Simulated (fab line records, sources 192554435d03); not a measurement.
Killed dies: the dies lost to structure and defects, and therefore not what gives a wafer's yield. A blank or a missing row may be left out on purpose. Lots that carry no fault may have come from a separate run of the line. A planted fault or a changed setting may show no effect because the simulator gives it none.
Which of the tools did it? :: flow n5_finfet :: Sampling: 11 lots, 33 wafers, 5 of 1938 route steps

## WHAT EACH GAUGE READ, for each wafer
N5_BEOL_M4_RC_MEAS_101.
lot: L314
measured: day 8 01:31
on: prober-01
DIBL_N (mV/V): 35.5 36.4 35.7

lot: L317
measured: day 8 14:13
on: prober-02
DIBL_N (mV/V): 32.8 35.9 34.4

lot: L315
measured: day 9 00:19
on: prober-02
DIBL_N (mV/V): 37.7 36.5 36.5

lot: L316
measured: day 8 18:03
on: prober-02
DIBL_N (mV/V): 35.1 37.2 37.5

lot: L321
measured: day 9 08:10
on: prober-01
DIBL_N (mV/V): 36.3 35.7 37.0

lot: L322
measured: day 9 20:14
on: prober-01
DIBL_N (mV/V): 37.3 37.0 39.7

lot: L325
measured: day 10 15:55
on: prober-01
DIBL_N (mV/V): 36.1 34.8 35.1

lot: L332
measured: day 12 15:16
on: prober-02
DIBL_N (mV/V): 36.3 34.8 37.2

lot: L335
measured: day 13 05:11
on: prober-02
DIBL_N (mV/V): 35.5 32.0 35.6

lot: L336
measured: day 13 07:12
on: prober-02
DIBL_N (mV/V): 37.5 38.9 35.0

lot: L337
measured: day 14 00:20
on: prober-01
DIBL_N (mV/V): 39.1 37.7 39.5

## WHICH TOOL RAN EACH LOT (tool, then ch and the chambers of the sampled wafers, then the start)
lot: L314
N5_BEOL_M1_CVD_47: cvd_co-02 ch 0,1,2, day 6 16:29
N5_BEOL_M1_SPUTTER_79: pvd_sputter-01, day 6 16:52
N5_BEOL_M1_ANNEAL_82: pvd_sputter-01, day 6 17:10
N5_BEOL_M1_ANNEAL_87: pvd_sputter-01, day 6 17:23

lot: L317
N5_BEOL_M1_CVD_47: cvd_co-01 ch 0,1,2, day 7 00:05
N5_BEOL_M1_SPUTTER_79: pvd_sputter-02, day 7 01:40
N5_BEOL_M1_ANNEAL_82: pvd_sputter-02, day 7 01:58
N5_BEOL_M1_ANNEAL_87: pvd_sputter-02, day 7 02:11

lot: L315
N5_BEOL_M1_CVD_47: cvd_co-01 ch 1,2, day 7 04:03
N5_BEOL_M1_SPUTTER_79: pvd_sputter-01, day 7 04:26
N5_BEOL_M1_ANNEAL_82: pvd_sputter-01, day 7 04:44
N5_BEOL_M1_ANNEAL_87: pvd_sputter-01, day 7 04:57

lot: L316
N5_BEOL_M1_CVD_47: cvd_co-02 ch 0,1,2, day 7 04:11
N5_BEOL_M1_SPUTTER_79: pvd_sputter-02, day 7 04:40
N5_BEOL_M1_ANNEAL_82: pvd_sputter-02, day 7 04:58
N5_BEOL_M1_ANNEAL_87: pvd_sputter-02, day 7 05:11

lot: L321
N5_BEOL_M1_CVD_47: cvd_co-02 ch 0,2, day 8 01:16
N5_BEOL_M1_SPUTTER_79: pvd_sputter-03, day 8 01:38
N5_BEOL_M1_ANNEAL_82: pvd_sputter-03, day 8 01:56
N5_BEOL_M1_ANNEAL_87: pvd_sputter-03, day 8 02:10

lot: L322
N5_BEOL_M1_CVD_47: cvd_co-01 ch 0,2, day 8 06:19
N5_BEOL_M1_SPUTTER_79: pvd_sputter-03, day 8 08:04
N5_BEOL_M1_ANNEAL_82: pvd_sputter-03, day 8 08:22
N5_BEOL_M1_ANNEAL_87: pvd_sputter-03, day 8 08:35

lot: L325
N5_BEOL_M1_CVD_47: cvd_co-01 ch 0,2, day 9 09:39
N5_BEOL_M1_SPUTTER_79: pvd_sputter-01, day 9 10:11
N5_BEOL_M1_ANNEAL_82: pvd_sputter-01, day 9 10:29
N5_BEOL_M1_ANNEAL_87: pvd_sputter-01, day 9 10:42

lot: L332
N5_BEOL_M1_CVD_47: cvd_co-02 ch 0,2, day 11 01:56
N5_BEOL_M1_SPUTTER_79: pvd_sputter-03, day 11 02:19
N5_BEOL_M1_ANNEAL_82: pvd_sputter-03, day 11 02:37
N5_BEOL_M1_ANNEAL_87: pvd_sputter-03, day 11 02:50

lot: L335
N5_BEOL_M1_CVD_47: cvd_co-02 ch 0,1,2, day 11 13:41
N5_BEOL_M1_SPUTTER_79: pvd_sputter-01, day 11 14:17
N5_BEOL_M1_ANNEAL_82: pvd_sputter-01, day 11 14:35
N5_BEOL_M1_ANNEAL_87: pvd_sputter-01, day 11 14:49

lot: L336
N5_BEOL_M1_CVD_47: cvd_co-02 ch 0,2, day 11 15:43
N5_BEOL_M1_SPUTTER_79: pvd_sputter-02, day 11 16:06
N5_BEOL_M1_ANNEAL_82: pvd_sputter-02, day 11 16:24
N5_BEOL_M1_ANNEAL_87: pvd_sputter-02, day 11 16:37

lot: L337
N5_BEOL_M1_CVD_47: cvd_co-02 ch 0,1,2, day 12 08:04
N5_BEOL_M1_SPUTTER_79: pvd_sputter-01, day 12 08:24
N5_BEOL_M1_ANNEAL_82: pvd_sputter-01, day 12 08:42
N5_BEOL_M1_ANNEAL_87: pvd_sputter-01, day 12 08:55
- N5_BEOL_M1_CVD_47: deposits Co from CCTBA/H2, target thk 3 nm, time 223.8 s.
- N5_BEOL_M1_SPUTTER_79: material Cu, target thk 4.5 nm, time 8.29 s.
- N5_BEOL_M1_ANNEAL_82: time 240 s.
- N5_BEOL_M1_ANNEAL_87: time 240 s.

## THE ANSWER, worked out from the rows above alone
Rule: what is usual is taken from the lots themselves. The widest of any qualifying gaps counts: lots, ordered by their means at a reading, are off when they make up no more than a third of the lots, leave a main group of 4 or more, and stand apart from it by 3 or more times the standard deviation of that group's means. Not used: any main group whose means are identical at the precision the tables above print for the reading. A lot without any number at a reading at which 4 lots or more have one is off too. The other lots that the step has rows for count as sound.
Across all readings shown, no lot is off: no conclusion can be drawn from this.

## WHAT THE SIMULATOR PUT IN
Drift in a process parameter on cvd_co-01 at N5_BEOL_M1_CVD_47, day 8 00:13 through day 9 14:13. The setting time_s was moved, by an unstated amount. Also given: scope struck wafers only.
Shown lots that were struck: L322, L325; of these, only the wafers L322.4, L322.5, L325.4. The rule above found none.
